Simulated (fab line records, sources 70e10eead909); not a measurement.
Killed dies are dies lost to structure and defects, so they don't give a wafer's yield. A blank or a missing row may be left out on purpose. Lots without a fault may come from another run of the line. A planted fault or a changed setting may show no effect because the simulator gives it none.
One fault seen from 2 desks | flow nand_harc | each desk has only its own numbers; what lay behind them comes last

THE TOOL OWNER'S DESK: pecvd-02
The tool's own readings at NHARC_A_CONTACT_DEP_85 (deposits SiON, target thk 50 nm): means of the sampled wafers that have a number, for each lot that ran on this tool. A lot is out of limits, marked OUT, if its mean lies more than 4 standard deviations from the usual mean; the brackets give that distance.
Columns: A = chamber_pressure_Torr at NHARC_A_CONTACT_DEP_85, usual 3.499 Torr; B = heater_power_w at NHARC_A_CONTACT_DEP_85, usual 746 W
lot  | first seen here | A     | B
L310 | day 19 09:55    | 3.493 | 690
This desk's finding: nothing out of limits on the one lot.

THE DEFECT DESK
What the inspections along the route counted, lot by lot: means of the sampled wafers that have a number. A lot is out of limits, marked OUT, if its mean lies more than 4 standard deviations from the usual mean; the brackets give that distance.
Columns: A = raw_defect_count at NHARC_A_CONTACT_INSPECT_10, usual 28
lot  | first seen here | A
L303 | day 17 02:38    | 11
L301 | day 17 03:50    | 37
L302 | day 17 09:52    | 28
L306 | day 17 20:16    | 9
L310 | day 19 10:46    | 133 (+7.0) OUT
L316 | day 20 11:01    | 32
L315 | day 20 11:44    | 33
L321 | day 21 21:02    | 15
L320 | day 22 14:51    | 26
L323 | day 22 23:51    | 22
L324 | day 23 05:24    | 19
This desk's finding: out of limits on L310; first on L310, day 19 10:46 (raw_defect_count at NHARC_A_CONTACT_INSPECT_10). In limits: L303, L301, L302, L306, L316, L315, L321, L320, L323, L324.

PUT TOGETHER
The defect desk could have raised an alarm at day 19 10:46, on L310.
The tool owner's desk saw nothing out of limits.
The tool owner's desk has L310 on record, within its limits.
Of the lots named, all ran NHARC_A_CONTACT_DEP_85 on pecvd-02.

WHAT THE SIMULATOR HAD PUT IN
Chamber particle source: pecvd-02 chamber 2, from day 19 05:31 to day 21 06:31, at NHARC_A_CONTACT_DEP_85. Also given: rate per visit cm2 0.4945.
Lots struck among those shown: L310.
Hours from the fault's start to each desk's first reading out of limits: the defect desk, 5.
